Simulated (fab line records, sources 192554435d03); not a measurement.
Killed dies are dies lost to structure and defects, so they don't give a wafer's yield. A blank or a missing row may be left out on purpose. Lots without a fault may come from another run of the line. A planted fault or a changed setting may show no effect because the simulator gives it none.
Chamber matching | flow n5_finfet | N5_BEOL_M6_ILD_DEP_00 on pecvd-01: 3 sister chambers
The step deposits SiCOH lowk from DEMS/porogen, target thk 179.75 nm, time 33.4 s. 16 wafers are shown with their chamber, then 8 later ones without.

WAFERS WITH THEIR CHAMBER
wafer  | chamber | showerhead_vpp_V (V) | throttle_valve_pct (%) | heater_power_w (W)
L074.1 | 0       | 1328                 | 13.3                   | 263
L074.3 | 1       | 1364                 | 14.0                   | 362
L074.6 | 1       | 1373                 | 14.4                   | 367
L077.2 | 0       | 1366                 | 13.5                   | 263
L077.3 | 1       | 1336                 | 13.8                   | 324
L077.5 | 2       | 1423                 | 14.3                   | 313
L078.1 | 0       | 1335                 | 13.2                   | 285
L078.2 | 2       | 1419                 | 14.3                   | 317
L078.5 | 2       | 1420                 | 14.2                   | 328
L081.3 | 0       | 1350                 | 13.1                   | 263
L081.5 | 2       | 1409                 | 14.2                   | 291
L081.6 | 1       | 1356                 | 13.7                   | 382
L089.2 | 1       | 1381                 | 13.8                   | 414
L089.5 | 0       | 1307                 | 13.6                   | 284
L089.6 | 1       | 1362                 | 13.9                   | 410
L091.1 | 0       | 1331                 | 13.4                   | 235

SIGNATURES (means of the wafers above)
reading            | chamber 0 | chamber 1 | chamber 2 | scatter within a chamber
showerhead_vpp_V   | 1336.17   | 1362.00   | 1417.75   | 16
throttle_valve_pct | 13.350    | 13.933    | 14.250    | 0.196
heater_power_w     | 265.50    | 376.50    | 312.25    | 24.8
Rule: a wafer's distance from a chamber is the root of the sum, over the readings, of the square of ((its reading less the chamber's mean) divided by the reading's scatter). The wafer belongs to the nearest chamber; if the next one is less than 2 further off, it can't be placed. The scatter: the root of (the sum of the squares of (reading less its chamber's mean) over the shown wafers, divided by (wafers less chambers)).

WAFERS WITHOUT THEIR CHAMBER
wafer  | showerhead_vpp_V (V) | throttle_valve_pct (%) | heater_power_w (W)
L091.2 | 1424                 | 12.3                   | 312
L091.6 | 1358                 | 13.8                   | 321
L092.1 | 1416                 | 12.6                   | 291
L092.2 | 1339                 | 13.4                   | 280
L092.4 | 1323                 | 13.8                   | 293
L095.1 | 1420                 | 12.6                   | 302
L095.2 | 1368                 | 13.6                   | 274
L095.6 | 1354                 | 14.3                   | 415

WHICH CHAMBER EACH WENT THROUGH
wafer  | from the rows above          | in truth
L091.2 | can't be placed: 0 or 1      | 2
L091.6 | can't be placed: 1 or 0      | 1
L092.1 | can't be placed: 0 or 1      | 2
L092.2 | 0                            | 0
L092.4 | can't be placed: 0 or 1      | 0
L095.1 | can't be placed: 0 or 1 or 2 | 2
L095.2 | 0                            | 0
L095.6 | 1                            | 1
Placed correctly: 3 of 8. Can't be placed from these rows: 5 (the true chamber is among the candidates in 3). Placed wrongly: 0.
